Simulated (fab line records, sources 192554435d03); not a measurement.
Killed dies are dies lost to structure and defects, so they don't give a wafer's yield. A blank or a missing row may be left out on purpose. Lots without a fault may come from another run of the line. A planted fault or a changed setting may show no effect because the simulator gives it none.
fab line records | flow n5_finfet
record lots=24 wafers=72 last_day=19
route steps=1938 shown BEOL_M13@1679 BEOL_M14@1727
lots that met no fault: from a run of the same line without faults
start_h: hours from the record's first day to the start of the lot's first wafer shown | wait_h: hours since the lot's step before | " the same as in the row above | L1.1+2: a row that stands for several wafers | - no value, or no start given | * or withheld: withheld | < > ~ a bound
route shown NAME@n: a module of which the file shows steps, and the number in the route of the first | usual: mean/standard deviation of fault-free wafers | same: alike in all rows | chamber/n: place in a boat | sites: the reading at each site | _std_site: their standard deviation | _edge_site: outer sites' mean less inner sites' | radius_mm: how far each site lies from the wafer's centre | mask NAME#n: copy n | behind: the tool/chamber that last shaped the wafer | hold: why the lot was held/for how many hours/how that ended | device: the transistor (n, p or np) that didn't switch | end of line: the same wafers' tests at the end of the route | a step without rows: its recipe alone | killed: dies lost to structure and defects at the first sort, not the wafer's yield | map: a wafer's dies, x killed, . not, _ none there
set.NAME: the setting as run; set.NAME@STEP: as run at that earlier step | model.NAME: the simulator's own value behind a step, which no gauge read
steps of the route over a sample of lots; a table a step, a row a wafer
services: from which hour (start_h, from the record's first day; less than 0 if before it) a tool's chamber was out of use, for how many hours, and why
## steps
# step N5_BEOL_M13_CD_MEAS_17
# recipe target_cd_nm=190 polarity=opening
# usual cd_nm=191.1/1.8
# columns lot.wafer tool chamber start_h wait_h cd_nm
L075.1 cd_sem-01 - 265.33 0.0 190.5
L075.2 " - " " 191.4
L075.6 " - " " 192.4
L077.1 cd_sem-03 - 272.12 0.0 190.2
L077.2 " - " " 192.0
L077.3 " - " " 192.3
L074.4 cd_sem-01 - 280.94 0.0 190.8
L074.5 " - " " 192.1
L074.6 " - " " 191.1
L076.3 cd_sem-01 - 281.26 0.0 193.1
L076.4 " - " " 192.8
L076.6 " - " " 191.6
L079.1 cd_sem-02 - 298.26 0.0 192.3
L079.3 " - " " 192.6
L079.4 " - " " 187.8
L078.2 cd_sem-03 - 301.79 0.0 188.0
L078.3 " - " " 188.8
L078.6 " - " " 190.8
L081.1 cd_sem-03 - 316.17 0.0 189.3
L081.4 " - " " 189.9
L081.5 " - " " 190.4
L080.1 cd_sem-01 - 317.16 0.0 191.6
L080.4 " - " " 192.2
L080.5 " - " " 194.7
L083.2 cd_sem-03 - 331.23 0.0 189.9
L083.5 " - " " 190.6
L083.6 " - " " 192.2
L085.2 cd_sem-01 - 342.14 0.0 192.1
L085.4 " - " " 193.4
L085.5 " - " " 192.9
L084.1 cd_sem-02 - 342.80 0.0 195.6
L084.3 " - " " 191.6
L084.6 " - " " 194.3
L082.1 cd_sem-02 - 343.50 0.0 194.2
L082.3 " - " " 190.4
L082.4 " - " " 193.1
L086.1 cd_sem-02 - 344.21 0.0 190.9
L086.2 " - " " 191.3
L086.3 " - " " 190.1
L087.1 cd_sem-01 - 344.92 0.0 192.1
L087.4 " - " " 193.2
L087.5 " - " " 193.5
L088.1 cd_sem-01 - 366.79 0.0 185.7
L088.4 " - " " 191.7
L088.5 " - " " 189.9
L090.2 cd_sem-03 - 369.51 0.0 191.4
L090.3 " - " " 189.0
L090.6 " - " " 193.4
L089.1 cd_sem-03 - 369.89 0.0 189.7
L089.3 " - " " 191.3
L089.6 " - " " 192.0
L091.4 cd_sem-02 - 378.59 0.0 189.3
L091.5 " - " " 187.6
L091.6 " - " " 191.6
L093.2 cd_sem-01 - 385.10 0.0 192.4
L093.4 " - " " 190.0
L093.6 " - " " 187.8
L092.1 cd_sem-02 - 387.80 0.0 192.0
L092.3 " - " " 189.8
L092.6 " - " " 191.6
L097.2 cd_sem-01 - 392.44 0.0 191.3
L097.4 " - " " 193.0
L097.6 " - " " 189.3
L094.4 cd_sem-03 - 404.28 0.0 194.5
L094.5 " - " " 194.3
L094.6 " - " " 191.7
L095.1 cd_sem-01 - 415.00 0.0 191.7
L095.2 " - " " 191.6
L095.4 " - " " 189.1
L096.2 cd_sem-01 - 415.75 0.0 191.7
L096.5 " - " " 190.6
L096.6 " - " " 188.1
# step N5_BEOL_M13_CD_MEAS_28
# recipe target_cd_nm=209.5 landing_energy_ev=500 detector=se_inlens
# usual cd_nm=209.4/1.5
# columns lot.wafer tool chamber start_h wait_h cd_nm
L075.1 cd_sem-01 0 265.66 - 209.6
L075.2 " 0 " " 208.5
L075.6 " 0 " " 209.2
L077.1 cd_sem-03 0 272.45 - 209.9
L077.2 " 0 " " 208.9
L077.3 " 0 " " 209.6
L074.4 cd_sem-03 0 281.39 - 211.5
L074.5 " 0 " " 212.4
L074.6 " 0 " " 210.6
L076.3 cd_sem-02 0 281.58 - 211.9
L076.4 " 0 " " 208.6
L076.6 " 0 " " 209.7
L079.1 cd_sem-01 0 298.71 - 209.1
L079.3 " 0 " " 210.5
L079.4 " 0 " " 211.4
L078.2 cd_sem-03 0 302.12 - 210.4
L078.3 " 0 " " 210.1
L078.6 " 0 " " 208.9
L081.1 cd_sem-01 0 316.62 - 210.3
L081.4 " 0 " " 210.7
L081.5 " 0 " " 208.5
L080.1 cd_sem-02 0 317.49 - 210.7
L080.4 " 0 " " 210.5
L080.5 " 0 " " 209.8
L083.2 cd_sem-02 0 331.68 - 210.9
L083.5 " 0 " " 209.9
L083.6 " 0 " " 209.5
L085.2 cd_sem-02 0 342.46 - 212.0
L085.4 " 0 " " 211.5
L085.5 " 0 " " 211.1
L084.1 cd_sem-03 0 343.25 - 210.5
L084.3 " 0 " " 208.3
L084.6 " 0 " " 211.3
L082.1 cd_sem-03 0 343.83 - 207.4
L082.3 " 0 " " 208.3
L082.4 " 0 " " 209.1
L086.1 cd_sem-02 0 344.66 - 210.9
L086.2 " 0 " " 210.1
L086.3 " 0 " " 210.2
L087.1 cd_sem-03 0 345.25 - 212.1
L087.4 " 0 " " 208.9
L087.5 " 0 " " 209.8
L088.1 cd_sem-02 0 367.24 - 206.7
L088.4 " 0 " " 208.9
L088.5 " 0 " " 207.2
L090.2 cd_sem-03 0 369.84 - 207.2
L090.3 " 0 " " 207.8
L090.6 " 0 " " 207.0
L089.1 cd_sem-01 0 370.22 - 206.1
L089.3 " 0 " " 207.5
L089.6 " 0 " " 209.3
L091.4 cd_sem-02 0 379.04 - 209.0
L091.5 " 0 " " 209.3
L091.6 " 0 " " 211.0
L093.2 cd_sem-03 0 385.55 - 207.1
L093.4 " 0 " " 210.6
L093.6 " 0 " " 210.5
L092.1 cd_sem-02 0 388.12 - 208.9
L092.3 " 0 " " 209.5
L092.6 " 0 " " 209.2
L097.2 cd_sem-01 0 392.77 - 208.1
L097.4 " 0 " " 211.1
L097.6 " 0 " " 209.3
L094.4 cd_sem-02 0 404.73 - 207.4
L094.5 " 0 " " 207.7
L094.6 " 0 " " 208.0
L095.1 cd_sem-02 0 415.32 - 210.4
L095.2 " 0 " " 209.4
L095.4 " 0 " " 211.8
L096.2 cd_sem-03 0 416.08 - 212.5
L096.5 " 0 " " 208.4
L096.6 " 0 " " 209.2
# step N5_BEOL_M13_OVL_MEAS_29
# recipe points_per_wafer=44
# usual M13_OVL=2/6.1
# same points_per_wafer=44
# columns lot.wafer tool chamber start_h wait_h M13_OVL[nm]
L075.1 overlay-02 0 265.69 0.0 -13
L075.2 " 0 " " -5
L075.6 " 0 " " -11
L077.1 overlay-02 0 272.48 0.0 6
L077.2 " 0 " " 1
L077.3 " 0 " " 0
L074.4 overlay-01 0 281.42 0.0 9
L074.5 " 0 " " 4
L074.6 " 0 " " 5
L076.3 overlay-02 0 281.61 0.0 8
L076.4 " 0 " " 14
L076.6 " 0 " " 6
L079.1 overlay-02 0 298.74 0.0 11
L079.3 " 0 " " 8
L079.4 " 0 " " 5
L078.2 overlay-01 0 302.15 0.0 -3
L078.3 " 0 " " 2
L078.6 " 0 " " 0
L081.1 overlay-01 0 316.65 0.0 4
L081.4 " 0 " " -2
L081.5 " 0 " " -1
L080.1 overlay-01 0 317.52 0.0 -3
L080.4 " 0 " " 2
L080.5 " 0 " " 0
L083.2 overlay-02 0 331.71 0.0 12
L083.5 " 0 " " 6
L083.6 " 0 " " 2
L085.2 overlay-02 0 342.49 0.0 -1
L085.4 " 0 " " 1
L085.5 " 0 " " 10
L084.1 overlay-02 0 343.28 0.0 3
L084.3 " 0 " " 8
L084.6 " 0 " " 0
L082.1 overlay-02 0 343.86 0.0 -2
L082.3 " 0 " " -5
L082.4 " 0 " " 5
L086.1 overlay-01 0 344.69 0.0 -3
L086.2 " 0 " " 5
L086.3 " 0 " " 10
L087.1 overlay-02 0 345.28 0.0 -7
L087.4 " 0 " " -2
L087.5 " 0 " " -2
L088.1 overlay-02 0 367.27 0.0 1
L088.4 " 0 " " -1
L088.5 " 0 " " 15
L090.2 overlay-02 0 369.87 0.0 10
L090.3 " 0 " " 7
L090.6 " 0 " " 12
L089.1 overlay-02 0 370.25 0.0 -3
L089.3 " 0 " " -8
L089.6 " 0 " " -11
L091.4 overlay-01 0 379.07 0.0 7
L091.5 " 0 " " 9
L091.6 " 0 " " 4
L093.2 overlay-01 0 385.58 0.0 12
L093.4 " 0 " " -2
L093.6 " 0 " " 0
L092.1 overlay-01 0 388.16 0.0 -3
L092.3 " 0 " " 3
L092.6 " 0 " " -3
L097.2 overlay-01 0 392.80 0.0 4
L097.4 " 0 " " 12
L097.6 " 0 " " 5
L094.4 overlay-02 0 404.75 0.0 -2
L094.5 " 0 " " -8
L094.6 " 0 " " -5
L095.1 overlay-02 0 415.35 0.0 4
L095.2 " 0 " " 10
L095.4 " 0 " " 9
L096.2 overlay-02 0 416.11 0.0 0
L096.5 " 0 " " 2
L096.6 " 0 " " -2
# step N5_BEOL_M13_SPUTTER_45
# recipe material=Cu target_thk_a=800 temp_c=-20 bias_v=60 power_w=26000 chamber_pressure_pa=0.13 time_s=13.33
# usual throttle_valve_pct=30.1/0.65
# columns lot.wafer tool chamber start_h wait_h throttle_valve_pct
L075.1 pvd_sputter-02 - 267.50 0.0 29.6
L075.2 " - " " 29.9
L075.6 " - " " 29.6
L077.1 pvd_sputter-01 - 275.73 0.0 29.9
L077.2 " - " " 30.4
L077.3 " - " " 30.6
L076.3 pvd_sputter-02 - 284.76 0.0 31.0
L076.4 " - " " 29.1
L076.6 " - " " 30.9
L074.4 pvd_sputter-03 - 284.87 0.0 30.9
L074.5 " - " " 30.1
L074.6 " - " " 28.9
L079.1 pvd_sputter-02 - 302.72 0.0 30.8
L079.3 " - " " 29.5
L079.4 " - " " 29.3
L078.2 pvd_sputter-01 - 303.50 0.0 30.2
L078.3 " - " " 30.5
L078.6 " - " " 30.1
L081.1 pvd_sputter-02 - 319.24 0.0 28.9
L081.4 " - " " 31.0
L081.5 " - " " 30.4
L080.1 pvd_sputter-02 - 321.34 0.0 31.1
L080.4 " - " " 29.2
L080.5 " - " " 31.1
L083.2 pvd_sputter-03 - 334.71 0.0 30.1
L083.5 " - " " 30.0
L083.6 " - " " 31.4
L085.2 pvd_sputter-01 - 347.95 0.0 30.4
L085.4 " - " " 30.1
L085.5 " - " " 30.6
L084.1 pvd_sputter-02 - 348.31 0.0 29.9
L084.3 " - " " 31.2
L084.6 " - " " 30.2
L082.1 pvd_sputter-02 - 348.67 0.0 29.7
L082.3 " - " " 29.4
L082.4 " - " " 31.0
L087.1 pvd_sputter-01 - 349.37 0.0 29.9
L087.4 " - " " 30.6
L087.5 " - " " 29.9
L086.1 pvd_sputter-01 - 350.03 0.0 29.9
L086.2 " - " " 30.6
L086.3 " - " " 30.5
L088.1 pvd_sputter-01 - 375.42 0.0 30.6
L088.4 " - " " 30.5
L088.5 " - " " 29.8
L090.2 pvd_sputter-02 - 375.91 0.0 29.1
L090.3 " - " " 29.8
L090.6 " - " " 29.8
L089.1 pvd_sputter-03 - 375.94 0.0 31.1
L089.3 " - " " 28.6
L089.6 " - " " 29.0
L091.4 pvd_sputter-02 - 390.68 0.0 28.9
L091.5 " - " " 31.2
L091.6 " - " " 29.3
L093.2 pvd_sputter-02 - 391.20 0.0 29.9
L093.4 " - " " 29.3
L093.6 " - " " 29.6
L092.1 pvd_sputter-02 - 392.26 0.0 30.8
L092.3 " - " " 29.1
L092.6 " - " " 29.4
L097.2 pvd_sputter-01 - 397.47 0.0 30.5
L097.4 " - " " 29.9
L097.6 " - " " 30.8
L094.4 pvd_sputter-01 - 408.52 0.0 30.3
L094.5 " - " " 29.9
L094.6 " - " " 30.6
L095.1 pvd_sputter-03 - 417.46 0.0 28.7
L095.2 " - " " 30.0
L095.4 " - " " 29.2
L096.2 pvd_sputter-01 - 420.00 0.0 29.8
L096.5 " - " " 29.9
L096.6 " - " " 30.6
# step N5_BEOL_M14_OVL_MEAS_11
# recipe points_per_wafer=44
# usual V13_OVL=0/5
# same points_per_wafer=44
# columns lot.wafer tool chamber start_h wait_h V13_OVL[nm]
L075.1 overlay-01 0 269.23 0.0 -7
L075.2 " 0 " " -1
L075.6 " 0 " " -1
L077.1 overlay-02 0 277.53 0.0 -5
L077.2 " 0 " " -2
L077.3 " 0 " " -4
L076.3 overlay-01 0 286.52 0.0 -9
L076.4 " 0 " " -2
L076.6 " 0 " " -4
L074.4 overlay-02 0 286.99 0.0 5
L074.5 " 0 " " 9
L074.6 " 0 " " 2
L079.1 overlay-01 0 304.43 0.0 1
L079.3 " 0 " " -6
L079.4 " 0 " " 11
L078.2 overlay-02 0 305.11 0.0 -3
L078.3 " 0 " " -2
L078.6 " 0 " " -3
L081.1 overlay-02 0 320.83 0.0 7
L081.4 " 0 " " 10
L081.5 " 0 " " 3
L080.1 overlay-02 0 323.35 0.0 5
L080.4 " 0 " " 4
L080.5 " 0 " " 6
L083.2 overlay-02 0 336.43 0.0 -7
L083.5 " 0 " " -4
L083.6 " 0 " " -8
L085.2 overlay-02 0 349.66 0.0 10
L085.4 " 0 " " 11
L085.5 " 0 " " 4
L084.1 overlay-02 0 350.08 0.0 0
L084.3 " 0 " " 0
L084.6 " 0 " " -1
L082.1 overlay-02 0 350.35 0.0 -4
L082.3 " 0 " " 2
L082.4 " 0 " " 3
L087.1 overlay-02 0 351.03 0.0 8
L087.4 " 0 " " -3
L087.5 " 0 " " -2
L086.1 overlay-01 0 351.61 0.0 -7
L086.2 " 0 " " 1
L086.3 " 0 " " 1
L088.1 overlay-01 0 377.01 0.0 2
L088.4 " 0 " " -7
L088.5 " 0 " " -4
L090.2 overlay-01 0 378.03 0.0 8
L090.3 " 0 " " 7
L090.6 " 0 " " 8
L089.1 overlay-02 0 378.33 0.0 2
L089.3 " 0 " " -1
L089.6 " 0 " " 5
L091.4 overlay-01 0 392.71 0.0 -7
L091.5 " 0 " " -6
L091.6 " 0 " " -5
L093.2 overlay-02 0 393.14 0.0 -7
L093.4 " 0 " " -9
L093.6 " 0 " " -5
L092.1 overlay-02 0 394.29 0.0 -3
L092.3 " 0 " " 2
L092.6 " 0 " " 4
L097.2 overlay-01 0 399.19 0.0 0
L097.4 " 0 " " 5
L097.6 " 0 " " -4
L094.4 overlay-02 0 410.24 0.0 -6
L094.5 " 0 " " 0
L094.6 " 0 " " 1
L095.1 overlay-02 0 419.51 0.0 2
L095.2 " 0 " " 6
L095.4 " 0 " " 4
L096.2 overlay-01 0 421.71 0.0 0
L096.5 " 0 " " -4
L096.6 " 0 " " -1
# step N5_BEOL_M14_DESCUM_15
# recipe chemistry=O2 time_s=7.9 source_power_w=50 bias_power_w=20 pressure_mtorr=20 rf_frequency_hz=2.712e+07 temp_c=40 o2_flow_sccm=225
# usual drypump_motor_current_A=5.7/0.4 oes_product_au=0.81/0.081 rf_vpp_V=243.4/1.2 showerhead_plenum_p_Torr=2.11/0.059 throttle_valve_pct=20.49/0.23
# columns lot.wafer tool chamber start_h wait_h drypump_motor_current_A oes_product_au rf_hours_counter_h rf_vpp_V showerhead_plenum_p_Torr throttle_valve_pct
L075.1 rie_diel-05 0 269.29 0.0 5.7 0.69 234 242.9 2.15 20.46
L075.2 " 2 " " 6.6 0.82 78 242.5 2.05 20.73
L075.6 " 1 " " 5.9 0.81 - 242.0 2.01 20.30
L077.1 rie_diel-05 3 277.59 0.0 5.4 0.69 241 244.5 2.17 20.81
L077.2 " 1 " " 5.9 0.81 88 241.1 2.00 20.29
L077.3 " 0 " " 5.7 0.69 237 244.7 2.14 20.46
L076.3 rie_diel-05 3 286.57 0.0 5.4 0.68 242 244.9 2.17 20.79
L076.4 " 1 " " 5.9 0.80 89 241.9 2.00 20.29
L076.6 " 2 " " 6.6 0.82 - 243.5 2.05 20.73
L074.4 rie_diel-03 0 287.05 0.0 5.5 0.69 216 243.0 2.08 20.77
L074.5 " 3 " " 5.9 0.87 - 246.2 2.13 20.57
L074.6 " 0 " " 5.5 0.69 - 244.7 2.08 20.76
L079.1 rie_diel-02 3 304.67 0.2 5.7 0.67 245 239.5 1.98 20.84
L079.3 " 0 " " 6.3 0.83 86 245.6 2.22 20.54
L079.4 " 1 " " 5.4 0.80 90 242.1 2.13 20.34
L078.2 rie_diel-03 1 305.21 0.1 5.5 0.92 24 244.5 2.14 20.47
L078.3 " 0 " " 5.5 0.69 224 243.5 2.08 20.78
L078.6 " 1 " " 5.5 0.93 - 243.2 2.14 20.44
L081.1 rie_diel-05 1 320.89 0.0 5.9 0.79 101 243.9 2.00 20.32
L081.4 " 1 " " 5.9 0.79 - 241.2 2.00 20.31
L081.5 " 2 " " 6.6 0.80 - 241.8 2.05 20.75
L080.1 rie_diel-03 1 323.65 0.3 5.4 0.91 31 245.4 2.14 20.46
L080.4 " 3 " " 5.9 0.86 59 244.4 2.12 20.59
L080.5 " 1 " " 5.4 0.92 - 243.5 2.14 20.45
L083.2 rie_diel-03 2 336.49 0.0 5.2 0.83 74 243.9 2.10 20.05
L083.5 " 1 " " 5.4 0.91 - 243.6 2.14 20.47
L083.6 " 2 " " 5.2 0.82 - 242.9 2.10 20.06
L085.2 rie_diel-02 0 349.72 0.0 6.3 0.80 108 245.0 2.22 20.56
L085.4 " 0 " " 6.3 0.81 - 244.6 2.22 20.56
L085.5 " 3 " " 5.6 0.97 - 245.4 2.24 20.45
L084.1 rie_diel-03 1 350.32 0.2 5.5 0.88 42 243.3 2.14 20.47
L084.3 " 3 " " 5.9 0.85 66 243.8 2.12 20.59
L084.6 " 1 " " 5.5 0.89 - 242.4 2.14 20.48
L082.1 rie_diel-05 2 350.40 0.0 6.6 0.80 107 241.7 2.04 20.77
L082.3 " 3 " " 5.4 0.97 6 243.7 2.16 20.39
L082.4 " 1 " " 5.9 0.78 - 240.9 2.00 20.33
L087.1 rie_diel-05 2 351.09 0.0 6.6 0.80 107 242.7 2.04 20.76
L087.4 " 1 " " 5.9 0.78 - 242.1 2.00 20.33
L087.5 " 3 " " 5.4 0.98 - 242.9 2.16 20.38
L086.1 rie_diel-05 1 352.02 0.4 5.9 0.78 114 242.7 2.00 20.34
L086.2 " 3 " " 5.4 0.98 7 244.9 2.16 20.40
L086.3 " 2 " " 6.6 0.79 108 242.5 2.04 20.77
L088.1 rie_diel-03 2 377.09 0.1 5.2 0.81 90 244.3 2.10 20.07
L088.4 " 1 " " 5.5 0.87 50 244.3 2.13 20.49
L088.5 " 3 " " 5.9 0.84 - 243.8 2.12 20.62
L090.2 rie_diel-03 2 378.38 0.3 5.2 0.81 90 244.1 2.09 20.09
L090.3 " 1 " " 5.5 0.87 50 242.4 2.13 20.49
L090.6 " 2 " " 5.2 0.80 - 244.8 2.10 20.08
L089.1 rie_diel-05 3 378.76 0.4 5.4 0.95 16 244.1 2.16 20.40
L089.3 " 0 " " 5.7 0.97 6 245.1 2.14 20.14
L089.6 " 1 " " 5.9 0.77 - 242.2 1.99 20.34
L091.4 rie_diel-03 3 392.79 0.1 5.9 0.83 - 244.6 2.11 20.64
L091.5 " 2 " " 5.2 0.79 - 243.2 2.09 20.09
L091.6 " 1 " " 5.5 0.87 - 243.0 2.13 20.49
L093.2 rie_diel-03 3 393.20 0.0 5.9 0.83 80 243.7 2.11 20.65
L093.4 " 1 " " 5.4 0.87 - 242.2 2.13 20.50
L093.6 " 2 " " 5.2 0.80 - 244.4 2.09 20.08
L092.1 rie_diel-03 3 394.37 0.1 5.9 0.82 81 243.7 2.11 20.62
L092.3 " 1 " " 5.4 0.87 56 243.1 2.13 20.49
L092.6 " 2 " " 5.2 0.80 - 242.9 2.09 20.08
L097.2 rie_diel-03 3 399.32 0.1 5.9 0.82 84 242.6 2.11 20.63
L097.4 " 2 " " 5.2 0.79 - 243.6 2.09 20.10
L097.6 " 3 " " 5.9 0.82 - 244.6 2.11 20.62
L094.4 rie_diel-02 1 410.42 0.2 5.4 0.76 132 244.3 2.12 20.37
L094.5 " 2 " " 5.5 0.73 - 243.3 2.16 20.48
L094.6 " 1 " " 5.4 0.76 - 242.5 2.12 20.41
L095.1 rie_diel-03 1 419.61 0.1 5.4 0.86 66 243.4 2.13 20.52
L095.2 " 2 " " 5.2 0.78 107 244.4 2.09 20.11
L095.4 " 3 " " 5.9 0.81 92 244.6 2.11 20.65
L096.2 rie_diel-02 3 421.77 0.0 5.6 0.88 30 244.8 2.23 20.53
L096.5 " 1 " " 5.4 0.76 - 244.4 2.12 20.41
L096.6 " 0 " " 6.2 0.78 - 245.9 2.21 20.61
## services
# columns tool chamber start_h hours kind
rie_diel-03 - 251.20 0.3 repair
rie_diel-05 3 293.58 5.8 repair
rie_diel-03 - 299.69 0.3 repair
rie_diel-05 3 316.44 - clean
rie_diel-05 3 316.44 - consumable_replace:focus_ring
rie_diel-05 3 316.44 19.1 scheduled_down
rie_diel-05 3 316.44 19.1 vent_cycle
rie_diel-02 3 318.66 - clean
rie_diel-02 3 318.66 - consumable_replace:focus_ring
rie_diel-02 3 318.66 - consumable_replace:showerhead
rie_diel-02 3 318.66 21.9 scheduled_down
rie_diel-02 3 318.66 21.9 vent_cycle
rie_diel-05 0 335.62 - clean
rie_diel-05 0 335.62 - consumable_replace:focus_ring
rie_diel-05 0 335.62 25.1 scheduled_down
rie_diel-05 0 335.62 25.1 vent_cycle
rie_diel-02 2 340.01 10.3 repair
rie_diel-05 3 359.97 5.1 repair
rie_diel-03 0 385.85 - clean
rie_diel-03 0 385.85 - consumable_replace:focus_ring
rie_diel-03 0 385.85 22.0 scheduled_down
rie_diel-03 0 385.85 22.0 vent_cycle
pvd_sputter-03 - 420.30 3.7 repair
## key
fault none
